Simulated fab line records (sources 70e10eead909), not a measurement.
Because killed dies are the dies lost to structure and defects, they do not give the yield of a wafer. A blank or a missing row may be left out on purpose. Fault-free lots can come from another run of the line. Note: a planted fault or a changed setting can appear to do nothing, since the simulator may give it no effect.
fab line records -- flow nandHarc
record lots=11, wafers=33, lastDay=34
route steps=1302 shown A_BLC@1119 A_M0@1149 END@1302
lots that met no fault: taken from a fault-free run of the same line
startH: hours from the record's first day to the start of the lot's first wafer shown -- waitH: hours from the lot's prior step to this one -- " as in the row above -- L1.1+2: one row covering several wafers at once -- - no value, or no start given -- * or withheld: withheld -- < > ~ a bound
route shown NAME@n: NAME is a module with steps in the file, n the number in the route of the first one -- usual: mean/standard deviation of fault-free wafers -- same: alike in all rows -- chamber/n: place in a boat -- sites: each site's reading -- _std_site: standard deviation across them -- _edge_site: mean of outer sites minus mean of inner sites -- radiusMm: for every site, how far away it sits from the centre of the wafer -- mask NAME#n: copy n -- behind: the most recent tool/chamber to have shaped the wafer -- hold: reason for holding the lot/hours on hold/outcome of the hold -- device: names the non-switching transistor (n, p or np) -- end of line: the route-end tests of the same wafers -- where a step has no rows: the recipe by itself -- killed: the dies lost at the first sort to structure and to defects; this is not the yield of the wafer -- map: the dies of a wafer, with x for killed, . for not killed, _ for no die there
set.NAME: the run value of the setting; set.NAME@STEP: its run value at that earlier step -- model.NAME: the simulator's own value behind a step, which no gauge read
one table for each step of the route and one row for each wafer, over a sample of lots
services: a tool's chamber out of use, with start hour (startH, from the record's first day; less than 0 if before it), hours out, and reason
## steps
# step NHARC_A_BLC_INSPECT_12
# usual rawDefectCount=83/33
lot.wafer,tool,chamber,startH,waitH,rawDefectCount
L783.2,defectInspect-02,-,517.23,0.0,76
L783.4,defectInspect-02,-,517.23,0.0,80
L783.5,defectInspect-02,-,517.23,0.0,62
L784.2,defectInspect-02,-,536.82,0.0,99
L784.4,defectInspect-02,-,536.82,0.0,107
L784.5,defectInspect-02,-,536.82,0.0,92
L788.4,defectInspect-01,-,548.15,0.0,68
L788.5,defectInspect-01,-,548.15,0.0,57
L788.6,defectInspect-01,-,548.15,0.0,62
L787.1,defectInspect-01,-,552.89,0.0,83
L787.3,defectInspect-01,-,552.89,0.0,81
L787.5,defectInspect-01,-,552.89,0.0,64
L789.2,defectInspect-01,-,580.72,0.0,78
L789.4,defectInspect-01,-,580.72,0.0,70
L789.5,defectInspect-01,-,580.72,0.0,70
L790.2,defectInspect-02,-,586.78,0.0,148
L790.4,defectInspect-02,-,586.78,0.0,115
L790.5,defectInspect-02,-,586.78,0.0,112
L795.3,defectInspect-01,-,644.09,0.0,126
L795.5,defectInspect-01,-,644.09,0.0,147
L795.6,defectInspect-01,-,644.09,0.0,136
L800.1,defectInspect-01,-,691.21,0.0,99
L800.3,defectInspect-01,-,691.21,0.0,98
L800.5,defectInspect-01,-,691.21,0.0,102
L803.2,defectInspect-01,-,719.11,0.0,37
L803.4,defectInspect-01,-,719.11,0.0,30
L803.5,defectInspect-01,-,719.11,0.0,40
L805.2,defectInspect-02,-,731.80,0.0,37
L805.4,defectInspect-02,-,731.80,0.0,39
L805.5,defectInspect-02,-,731.80,0.0,46
L806.1,defectInspect-02,-,763.08,0.0,112
L806.2,defectInspect-02,-,763.08,0.0,117
L806.5,defectInspect-02,-,763.08,0.0,93
# step NHARC_A_BLC_STRIP_21
# recipe o2FlowSccm=500, arFlowSccm=0, biasW=0, chemistry=O2
# usual drypumpMotorCurrentA=5.5/0.4, mfcArSccm=0.004/0.0097, oesProductAu=0.998/0.0082, rfVppV=57.7/0.94, showerheadPlenumPTorr=3.41/0.13, throttleValvePct=17.037/0.0092
# same biasW=0
lot.wafer,tool,chamber,startH,waitH,drypumpMotorCurrentA,mfcArSccm,oesProductAu,rfHoursCounterH,rfVppV,showerheadPlenumPTorr,throttleValvePct
L783.2,rieDiel-07,0,518.45,0.1,5.3,0,0.985,2,57.0,3.29,17.049
L783.4,rieDiel-07,1,518.45,0.1,4.9,0,1.008,2,56.6,3.35,17.034
L783.5,rieDiel-07,0,518.45,0.1,5.3,0,0.985,-,56.4,3.29,17.028
L784.2,rieDiel-13,3,538.07,0.1,5.7,0.034,1.011,1,57.6,3.48,17.031
L784.4,rieDiel-13,1,538.07,0.1,5.6,0,0.984,1,56.2,3.39,17.030
L784.5,rieDiel-13,2,538.07,0.1,5.8,0.010,1.006,-,59.0,3.63,17.029
L788.4,rieDiel-07,1,549.38,0.1,4.9,0,0.993,4,59.0,3.35,17.045
L788.6,rieDiel-07,3,549.38,0.1,5.6,0,0.989,-,56.9,3.35,17.035
L788.5,rieDiel-07,0,549.38,0.1,5.3,0,0.986,-,57.0,3.29,17.039
L787.1,rieDiel-07,1,554.16,0.1,4.9,0,1.000,4,55.7,3.35,17.038
L787.3,rieDiel-07,2,554.16,0.1,5.2,0,1.006,4,58.6,3.31,17.039
L787.5,rieDiel-07,2,554.16,0.1,5.3,0,1.010,-,57.3,3.31,17.017
L789.4,rieDiel-05,3,581.92,0.1,5.2,0,1.003,54,58.0,3.52,17.057
L789.2,rieDiel-05,1,581.92,0.1,6.2,0.015,0.984,60,58.4,3.63,17.035
L789.5,rieDiel-05,0,581.92,0.1,6.7,0,0.993,-,55.0,3.26,17.029
L790.2,rieDiel-07,1,588.18,0.1,4.9,0,0.998,7,56.7,3.35,17.038
L790.4,rieDiel-07,2,588.18,0.1,5.3,0,1.003,7,58.0,3.31,17.027
L790.5,rieDiel-07,1,588.18,0.1,4.9,0,1.000,-,56.3,3.35,17.022
L795.3,rieDiel-07,3,645.31,0.1,5.6,0,0.986,9,58.4,3.35,17.051
L795.5,rieDiel-07,1,645.31,0.1,4.9,0,0.999,-,56.7,3.35,17.034
L795.6,rieDiel-07,2,645.31,0.1,5.3,0,0.997,-,56.4,3.31,17.035
L800.1,rieDiel-13,1,692.43,0.1,5.6,0,0.992,15,57.7,3.38,17.032
L800.3,rieDiel-13,3,692.43,0.1,5.7,0.034,1.002,6,57.8,3.47,17.040
L800.5,rieDiel-13,0,692.43,0.1,6.0,0,0.997,-,58.3,3.60,17.040
L803.2,rieDiel-07,0,720.35,0.1,5.3,0,0.994,7,58.1,3.28,17.046
L803.5,rieDiel-07,1,720.35,0.1,4.9,0,1.001,-,58.6,3.34,17.032
L803.4,rieDiel-07,2,720.35,0.1,5.2,0,0.990,-,58.8,3.31,17.054
L805.2,rieDiel-07,0,733.03,0.1,5.3,0,0.998,7,58.8,3.28,17.047
L805.4,rieDiel-07,1,733.03,0.1,4.9,0,1.002,-,58.9,3.34,17.025
L805.5,rieDiel-07,2,733.03,0.1,5.3,0,0.985,-,57.4,3.31,17.048
L806.1,rieDiel-07,2,764.30,0.1,5.2,0,0.997,8,56.0,3.31,17.044
L806.2,rieDiel-07,3,764.30,0.1,5.6,0,0.999,2,57.3,3.35,17.044
L806.5,rieDiel-07,0,764.30,0.1,5.3,0,0.997,-,56.3,3.28,17.038
# step NHARC_A_BLC_PVD_32
# recipe targetThkA=50, chamberPressurePa=5, powerW=5000, substrateTempC=200, timeS=17.7, material=Ti
# usual substrateTempC=200.00/0.17, throttleValvePct=29.5/0.9
lot.wafer,tool,chamber,startH,waitH,substrateTempC,throttleValvePct
L783.2,pvdSputter-01,-,-,-,200.00,29.0
L783.4,pvdSputter-01,-,-,-,200.11,28.9
L783.5,pvdSputter-01,-,-,-,200.02,29.1
L784.4,pvdSputter-01,-,-,-,200.19,29.2
L784.2,pvdSputter-01,-,-,-,200.24,28.8
L784.5,pvdSputter-01,-,-,-,200.24,29.0
L788.4,pvdSputter-03,-,-,-,199.99,29.2
L788.5,pvdSputter-03,-,-,-,199.93,29.4
L788.6,pvdSputter-03,-,-,-,200.26,30.4
L787.1,pvdSputter-02,-,-,-,199.95,30.7
L787.3,pvdSputter-02,-,-,-,199.89,30.1
L787.5,pvdSputter-02,-,-,-,200.16,30.1
L789.2,pvdSputter-01,-,-,-,200.17,29.3
L789.4,pvdSputter-01,-,-,-,199.88,27.8
L789.5,pvdSputter-01,-,-,-,199.91,29.3
L790.2,pvdSputter-01,-,-,-,199.95,27.7
L790.4,pvdSputter-01,-,-,-,200.14,29.0
L790.5,pvdSputter-01,-,-,-,200.07,29.3
L795.3,pvdSputter-03,-,-,-,200.18,30.2
L795.6,pvdSputter-03,-,-,-,199.88,30.1
L795.5,pvdSputter-03,-,-,-,200.04,29.9
L800.3,pvdSputter-01,-,-,-,200.25,27.5
L800.1,pvdSputter-01,-,-,-,200.05,28.6
L800.5,pvdSputter-01,-,-,-,200.14,28.7
L803.4,pvdSputter-01,-,-,-,200.12,28.5
L803.2,pvdSputter-01,-,-,-,200.17,28.9
L803.5,pvdSputter-01,-,-,-,200.19,28.6
L805.2,pvdSputter-03,-,-,-,200.32,29.6
L805.4,pvdSputter-03,-,-,-,199.73,29.6
L805.5,pvdSputter-03,-,-,-,200.12,29.5
L806.1,pvdSputter-01,-,-,-,200.14,29.5
L806.2,pvdSputter-01,-,-,-,199.80,28.7
L806.5,pvdSputter-01,-,-,-,199.77,29.4
# step NHARC_A_BLC_CMP_25
# recipe tOverpolishS=30, targetThkNm=150
# usual motorCurrentA=13.1/1.2, overpolishRunS=29.999/0.0094, slurryFlowMlMin=150.0/0.52, timeToEndpointS=29.9/2.6
lot.wafer,tool,chamber,startH,waitH,motorCurrentA,overpolishRunS,slurryFlowMlMin,timeToEndpointS
L783.4,cmp-02,0,519.90,0.4,15.1,29.996,149.2,31.4
L783.2,cmp-02,1,519.90,0.4,13.5,29.987,149.8,35.1
L783.5,cmp-02,2,519.90,0.4,12.2,29.999,150.1,35.5
L784.2,cmp-01,2,539.47,0.4,13.6,30.016,150.5,29.6
L784.4,cmp-01,0,539.47,0.4,13.3,30.004,149.7,28.4
L784.5,cmp-01,1,539.47,0.4,12.5,29.993,150.0,23.8
L788.4,cmp-02,0,550.78,0.3,15.0,30.005,150.7,28.7
L788.6,cmp-02,3,550.78,0.3,12.8,30.004,149.8,29.0
L788.5,cmp-02,0,550.78,0.3,14.6,30.012,150.3,25.2
L787.3,cmp-01,1,555.56,0.2,12.7,29.998,149.7,27.6
L787.1,cmp-01,0,555.56,0.2,13.6,29.998,149.8,30.6
L787.5,cmp-01,1,555.56,0.2,11.6,29.996,150.6,29.6
L789.2,cmp-02,2,583.34,0.5,12.6,30.000,149.8,28.1
L789.4,cmp-02,0,583.34,0.5,15.6,29.994,150.0,23.9
L789.5,cmp-02,2,583.34,0.5,12.2,29.990,149.7,27.5
L790.2,cmp-02,1,589.58,0.5,13.4,30.001,150.5,34.2
L790.4,cmp-02,2,589.58,0.5,12.0,30.004,149.1,33.8
L790.5,cmp-02,0,589.58,0.5,14.9,29.985,150.1,26.6
L795.3,cmp-02,2,646.71,0.3,12.7,29.998,149.2,30.2
L795.6,cmp-02,1,646.71,0.3,14.2,29.997,149.9,31.2
L795.5,cmp-02,2,646.71,0.3,12.7,29.994,149.4,29.9
L800.1,cmp-03,3,693.82,0.4,14.8,29.977,150.8,31.1
L800.3,cmp-03,2,693.82,0.4,11.6,30.000,149.8,31.9
L800.5,cmp-03,3,693.82,0.4,15.2,30.002,150.6,32.9
L803.2,cmp-01,0,721.74,0.4,13.0,30.024,150.2,29.4
L803.4,cmp-01,1,721.74,0.4,11.9,29.990,149.9,26.7
L803.5,cmp-01,0,721.74,0.4,13.4,30.018,149.9,30.6
L805.4,cmp-03,1,734.92,0.4,13.7,29.993,150.8,29.0
L805.2,cmp-03,2,734.92,0.4,11.2,29.998,149.1,32.0
L805.5,cmp-03,1,734.92,0.4,13.1,29.999,150.7,30.0
L806.2,cmp-03,2,765.71,0.4,11.4,30.002,149.7,31.9
L806.1,cmp-03,0,765.71,0.4,11.8,30.002,150.8,29.1
L806.5,cmp-03,1,765.71,0.4,13.7,29.974,150.3,31.1
# step NHARC_A_BLC_INSPECT_28
# usual rawDefectCount=514/100
lot.wafer,tool,chamber,startH,waitH,rawDefectCount
L783.2,defectInspect-02,-,520.27,0.1,495
L783.4,defectInspect-02,-,520.27,0.1,493
L783.5,defectInspect-02,-,520.27,0.1,584
L784.2,defectInspect-01,-,539.87,0.1,531
L784.4,defectInspect-01,-,539.87,0.1,587
L784.5,defectInspect-01,-,539.87,0.1,636
L788.4,defectInspect-01,-,551.17,0.1,689
L788.5,defectInspect-01,-,551.17,0.1,513
L788.6,defectInspect-01,-,551.17,0.1,640
L787.1,defectInspect-01,-,555.97,0.1,435
L787.3,defectInspect-01,-,555.97,0.1,394
L787.5,defectInspect-01,-,555.97,0.1,389
L789.2,defectInspect-01,-,583.72,0.1,440
L789.4,defectInspect-01,-,583.72,0.1,552
L789.5,defectInspect-01,-,583.72,0.1,430
L790.2,defectInspect-01,-,589.96,0.1,820
L790.4,defectInspect-01,-,589.96,0.1,458
L790.5,defectInspect-01,-,589.96,0.1,510
L795.3,defectInspect-02,-,647.10,0.1,628
L795.5,defectInspect-02,-,647.10,0.1,467
L795.6,defectInspect-02,-,647.10,0.1,1763
L800.1,defectInspect-01,-,694.22,0.1,638
L800.3,defectInspect-01,-,694.22,0.1,516
L800.5,defectInspect-01,-,694.22,0.1,435
L803.2,defectInspect-01,-,722.14,0.1,566
L803.4,defectInspect-01,-,722.14,0.1,450
L803.5,defectInspect-01,-,722.14,0.1,603
L805.2,defectInspect-02,-,735.32,0.1,587
L805.4,defectInspect-02,-,735.32,0.1,294
L805.5,defectInspect-02,-,735.32,0.1,390
L806.1,defectInspect-01,-,766.09,0.1,555
L806.2,defectInspect-01,-,766.09,0.1,453
L806.5,defectInspect-01,-,766.09,0.1,625
# step NHARC_A_M0_INSPECT_11
# usual rawDefectCount=82/34
lot.wafer,tool,chamber,startH,waitH,rawDefectCount
L783.2,defectInspect-01,-,521.35,0.0,79
L783.4,defectInspect-01,-,521.35,0.0,71
L783.5,defectInspect-01,-,521.35,0.0,60
L784.2,defectInspect-02,-,540.90,0.0,92
L784.4,defectInspect-02,-,540.90,0.0,105
L784.5,defectInspect-02,-,540.90,0.0,93
L788.4,defectInspect-02,-,552.21,0.0,67
L788.5,defectInspect-02,-,552.21,0.0,56
L788.6,defectInspect-02,-,552.21,0.0,71
L787.1,defectInspect-02,-,557.00,0.0,87
L787.3,defectInspect-02,-,557.00,0.0,78
L787.5,defectInspect-02,-,557.00,0.0,68
L789.2,defectInspect-01,-,584.75,0.0,80
L789.4,defectInspect-01,-,584.75,0.0,67
L789.5,defectInspect-01,-,584.75,0.0,69
L790.2,defectInspect-01,-,590.87,0.0,150
L790.4,defectInspect-01,-,590.87,0.0,116
L790.5,defectInspect-01,-,590.87,0.0,111
L795.3,defectInspect-01,-,648.00,0.0,131
L795.5,defectInspect-01,-,648.00,0.0,146
L795.6,defectInspect-01,-,648.00,0.0,1295
L800.1,defectInspect-01,-,695.25,0.0,104
L800.3,defectInspect-01,-,695.25,0.0,103
L800.5,defectInspect-01,-,695.25,0.0,104
L803.2,defectInspect-02,-,723.16,0.0,39
L803.4,defectInspect-02,-,723.16,0.0,34
L803.5,defectInspect-02,-,723.16,0.0,39
L805.2,defectInspect-02,-,736.22,0.0,37
L805.4,defectInspect-02,-,736.22,0.0,40
L805.5,defectInspect-02,-,736.22,0.0,44
L806.1,defectInspect-02,-,767.12,0.0,108
L806.2,defectInspect-02,-,767.12,0.0,122
L806.5,defectInspect-02,-,767.12,0.0,91
# step NHARC_END_SORT_01
# recipe tempC=25
# usual killedAtArray=51/17, killedAtOther=1.0/1.2, killedAtPeriphery=3.4/2.5, killedDies=56/17, killedOpen=3.3/2.1, killedShort=2.6/1.6
# same grossDies=677
lot.wafer,tool,chamber,startH,waitH,killedAtArray,killedAtOther,killedAtPeriphery,killedDies,killedOpen,killedShort
L795.3,prober-01,0,690.57,3.1,85,1,1,87,2,3
L795.5,prober-01,0,692.17,3.7,68,0,3,71,6,1
L795.6,prober-01,0,692.98,4.0,553,0,1,554,2,0
# killed by level:class
L795.3 A_CHANNEL_HOLE_D1:chamberFilmFlake=36 A_SLIT:chamberFilmFlake=26 A_CHANNEL_HOLE_D2:chamberFilmFlake=11 A_CHANNEL_FILL_D2:chamberFilmFlake=3 A_CONTACT:chamberFilmFlake=3 A_ZERO_WELL:chamberFilmFlake=2 P_M0:geometricParticle:open=1 A_CHANNEL_HOLE_D2:geometricParticle:short=1
L795.5 A_SLIT:chamberFilmFlake=33 A_CHANNEL_HOLE_D2:chamberFilmFlake=14 A_CHANNEL_HOLE_D1:chamberFilmFlake=11 A_CONTACT:chamberFilmFlake=3 P_CONTACT:geometricParticle:open=1 P_M0:geometricParticle:open=1 A_CHANNEL_FILL_D1:geometricParticle:open=1 A_ONON_D2:geometricParticle:open=1
L795.6 A_BLC:unspecified=513 A_CHANNEL_HOLE_D1:chamberFilmFlake=18 A_SLIT:chamberFilmFlake=16 A_CHANNEL_HOLE_D2:chamberFilmFlake=4 P_CONTACT:geometricParticle:open=1 A_CONTACT:geometricParticle:open=1 A_CONTACT:chamberFilmFlake=1
## services
tool,chamber,startH,hours,kind
pvdSputter-03,-,526.03,10.0,pm
cmp-02,-,528.66,4.0,pm
cmp-03,-,539.64,15.4,repair
cmp-02,-,558.11,0.5,repair
cmp-02,-,561.12,0.3,repair
cmp-03,-,566.86,1.9,repair
cmp-01,-,574.23,0.4,repair
cmp-01,-,577.62,4.0,pm
cmp-03,-,579.82,0.6,repair
cmp-02,-,590.27,3.7,repair
pvdSputter-01,-,590.89,3.0,repair
cmp-02,-,604.23,1.3,repair
cmp-03,-,616.14,2.6,repair
cmp-02,-,626.66,4.0,pm
cmp-01,-,635.76,1.3,repair
rieDiel-07,-,648.28,9.0,pm
cmp-02,-,650.17,2.3,repair
cmp-03,-,652.63,4.6,repair
rieDiel-07,3,663.46,70.0,repair
cmp-03,-,667.32,0.9,repair
cmp-01,-,675.62,4.0,pm
cmp-01,-,701.20,0.8,repair
pvdSputter-01,-,709.53,8.4,repair
cmp-02,-,724.66,4.0,pm
## key
firstSign step=NHARC_A_BLC_INSPECT_28, reading=rawDefectCount, direction=up, sigmas=12, usual=514, struck=1763
effect step=NHARC_A_M0_INSPECT_11, reading=rawDefectCount, direction=up, sigmas=36, usual=82, struck=1295
effect step=NHARC_END_SORT_01, reading=killedAtArray, direction=up, sigmas=30, usual=51, struck=553
moreKillsBornAt NHARC_A_BLC_CMP_25@cmp-02=513
metAt NHARC_A_BLC_CMP_25
struckLots L795
struckWafers L795.6
testerLeftOut L795
notActingAt NHARC_A_BLC_INSPECT_12,NHARC_A_BLC_STRIP_21,NHARC_A_BLC_PVD_32
onsetBetween 589.58 646.71
fault kind=chamberParticleSource, tool=cmp-02, chamber=1, onsetH=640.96, steps=NHARC_A_BLC_CMP_25, ratePerVisitCm2=1.7971, endH=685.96
# testerLeftOut: of these lots the tester's yield and bins aren't shown, on N5 and GAA mostly nor the transistor test; their killed dies are dies lost to structure and defects alone, not to doping, threshold or leakage, so they don't give the yield
